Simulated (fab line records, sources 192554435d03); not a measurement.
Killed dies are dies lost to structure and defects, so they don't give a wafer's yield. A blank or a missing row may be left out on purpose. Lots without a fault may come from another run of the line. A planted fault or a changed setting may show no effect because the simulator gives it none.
Split-lot experiment | flow n5_finfet | 7 lots, 21 wafers read, on a route of 1938 steps

THE SPLIT
At N5_BEOL_M6_COAT_63 (time 60 s, resist thk 60 nm), the setting spin_rpm was moved away from the recipe's 1500 rpm on 3 of the 21 wafers read, by -8.9% to +11.2%. The other wafers ran this setting at the recipe's value.

FROM THE SPLIT TO THE READING: what the file shows between them, 7 steps
- N5_BEOL_M6_EXPOSE_25: exposes mask V5, target cd 40 nm (also split here: dose_mj)
- N5_BEOL_M6_PEB_26: peb time 60 s
- N5_BEOL_M6_DEVELOP_27: develop time 30 s
- N5_BEOL_M6_CD_MEAS_28: target cd 40 nm
- N5_BEOL_M6_DESCUM_33: chemistry O2, time 7 s
- N5_BEOL_M6_ETCH_72: etches underlayer in N2/H2, target depth 6.5 nm, time 5.2 s
- N5_BEOL_M6_ETCH_65: etches SiARC in CF4, target depth 15.6 nm, time 26 s

THE READING
etch.depth_nm (the simulator's own value, which no gauge read), in nm, at N5_BEOL_M6_ETCH_66 (etches SOC in N2/H2, target depth 80 nm, overetch 16 nm, time 120 s). The file gives no usual value for it. The 18 wafers here that ran the recipe average 59.87 nm, standard deviation 0.2 nm.

wafer  | tool, chamber at the split | spin_rpm as run, rpm | against the recipe | etch.depth_nm, nm | against lot-mates on the recipe
L077.4 | litho_track-02, 0          | 1500                 | recipe             | 59.97             | -
L077.5 | litho_track-02, 0          | 1500                 | recipe             | 59.84             | -
L077.6 | litho_track-02, 0          | 1668                 | +11.2%             | 56.76             | -3.15
L082.2 | litho_track-01, 0          | 1500                 | recipe             | 59.99             | -
L082.5 | litho_track-01, 0          | 1500                 | recipe             | 60.1              | -
L082.6 | litho_track-01, 0          | 1500                 | recipe             | 60.33             | -
L085.3 | litho_track-01, 0          | 1500                 | recipe             | 59.96             | -
L085.4 | litho_track-01, 0          | 1500                 | recipe             | 60.02             | -
L085.5 | litho_track-01, 0          | 1500                 | recipe             | 59.87             | -
L087.3 | litho_track-02, 0          | 1659                 | +10.6%             | 56.57             | -2.97
L087.4 | litho_track-02, 0          | 1500                 | recipe             | 59.65             | -
L087.6 | litho_track-02, 0          | 1500                 | recipe             | 59.43             | -
L091.1 | litho_track-04, 0          | 1500                 | recipe             | 59.83             | -
L091.2 | litho_track-04, 0          | 1500                 | recipe             | 59.88             | -
L091.3 | litho_track-04, 0          | 1500                 | recipe             | 60.04             | -
L092.1 | litho_track-02, 0          | 1500                 | recipe             | 59.85             | -
L092.3 | litho_track-02, 0          | 1500                 | recipe             | 59.76             | -
L092.5 | litho_track-02, 0          | 1500                 | recipe             | 59.68             | -
L095.1 | litho_track-02, 0          | 1500                 | recipe             | 59.65             | -
L095.2 | litho_track-02, 0          | 1366                 | -8.9%              | 62.64             | +2.93
L095.5 | litho_track-02, 0          | 1500                 | recipe             | 59.77             | -

THE FIT
A straight line over all 21 wafers: etch.depth_nm changes by -0.298 nm for each +1% of spin_rpm; r = -0.99; the points scatter about the line by 0.2 nm.
The same after taking each lot's own level away (the mean of its wafers on the recipe; 21 wafers): -0.294 nm for each +1%; r = -1.00; scatter 0.12 nm.
On that fit, the largest move of spin_rpm shifts the reading by 3.3 nm.
The lots' own levels span 59.540 to 60.140 nm, that is 3.0 times the standard deviation above.
So the lot-to-lot level changes the slope little: the two slopes agree.
Check: with one of the wafers moved furthest among these (+11.2%) left out of the fit, the line predicts -3.34 nm for it against its lot-mates. It came out at -3.15 nm against them.

OTHER SPLITS ON THESE WAFERS
These wafers also went through other splits before the reading. Each is held against what the fit with the lots' levels taken away leaves over:
other split on the same wafers | wafers away from the commonest value | r with etch.depth_nm (lot level and that fit taken away)
N5_BEOL_M4_ETCH_64 bias_w      | 4                                    | +0.06
N5_BEOL_M4_COAT_22 spin_rpm    | 7                                    | -0.10
N5_BEOL_M5_ETCH_41 source_w    | 5                                    | +0.12
N5_BEOL_M6_EXPOSE_25 dose_mj   | 9                                    | -0.05

THE WHOLE CHAIN: every reading that the file lists as answering this split, in the file's order
step               | what it does                                                        | reading                                                                        | change (the file's fit)               | r (the file's)
N5_BEOL_M6_COAT_63 | time 60 s, resist thk 60 nm                                         | SOC_of_BEOL_M6_COAT_63.thk_nm (the simulator's own value, which no gauge read) | -0.288 nm for each +1% of the setting | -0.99
N5_BEOL_M6_ETCH_66 | etches SOC in N2/H2, target depth 80 nm, overetch 16 nm, time 120 s | etch.depth_nm (the simulator's own value, which no gauge read)                 | -0.292 nm for each +1% of the setting | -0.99

THE FILE'S OWN FIT
etch.depth_nm changes by -0.292 nm for each +1% of spin_rpm, r = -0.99.
